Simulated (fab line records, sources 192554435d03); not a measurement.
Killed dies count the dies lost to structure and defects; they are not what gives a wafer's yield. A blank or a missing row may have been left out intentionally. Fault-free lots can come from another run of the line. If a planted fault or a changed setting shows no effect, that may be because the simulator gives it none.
Chamber matching ; flow n5_finfet ; N5_BEOL_M5_ETCH_61 on rie_diel-05: 4 sister chambers
The step etches SiARC in CF4, target depth 15.6 nm, time 26 s. 18 wafers are shown with their chamber, then 9 later ones without.

## WAFERS PAIRED WITH THEIR CHAMBERS
wafer;chamber;drypump_motor_current_A (A);showerhead_plenum_p_Torr (Torr);throttle_valve_pct (%)
L074.1;3;5.2;2.11;15.4
L074.3;1;5.6;2.20;15.7
L074.6;1;5.6;2.20;15.7
L076.1;1;5.7;2.19;15.7
L076.4;2;6.0;2.22;16.0
L076.5;1;5.6;2.19;15.7
L081.1;3;5.2;2.10;15.4
L081.3;0;5.8;2.11;15.5
L081.4;0;5.8;2.11;15.5
L082.3;0;5.8;2.11;15.5
L082.4;0;5.8;2.11;15.5
L082.6;2;6.0;2.22;16.1
L085.2;2;6.0;2.21;16.1
L085.3;1;5.6;2.19;15.2
L085.4;0;5.8;2.10;15.5
L087.1;0;5.8;2.10;15.5
L087.2;2;6.0;2.22;16.1
L087.5;3;5.2;2.10;15.4

SIGNATURES (averages over the wafers above)
reading;chamber 0;chamber 1;chamber 2;chamber 3;scatter within a chamber
drypump_motor_current_A;5.800;5.620;6.000;5.200;0.0239
showerhead_plenum_p_Torr;2.1067;2.1940;2.2175;2.1033;0.00531
throttle_valve_pct;15.500;15.600;16.075;15.400;0.122
Rule: distance of a wafer from a chamber = root of the sum over the readings of ((wafer's reading minus chamber's mean) / reading's scatter) squared. If the next closest chamber is less than 2 further off than the closest, the wafer can't be placed; otherwise it belongs to the closest. How the scatter is found: for the shown wafers, subtract from each reading the mean of its chamber, square and add these, divide the total by (wafers less chambers), then take the root.

## WAFERS WITH NO CHAMBER GIVEN
wafer;drypump_motor_current_A (A);showerhead_plenum_p_Torr (Torr);throttle_valve_pct (%)
L089.2;5.2;2.10;15.5
L089.3;5.6;2.19;15.2
L089.6;5.8;2.10;15.5
L091.1;6.0;2.21;16.1
L091.2;5.6;2.19;15.3
L091.6;5.6;2.19;15.3
L097.2;5.1;2.10;15.0
L097.3;5.7;2.18;15.3
L097.6;5.7;2.18;15.3

## EACH ONE'S CHAMBER
wafer;from the rows above;in truth
L089.2;3;3
L089.3;1;1
L089.6;0;0
L091.1;2;2
L091.2;1;1
L091.6;1;1
L097.2;3;3
L097.3;1;1
L097.6;1;1
Correct placement for 9 of the 9. Left unplaced by these rows: 0. Placed wrongly: 0.
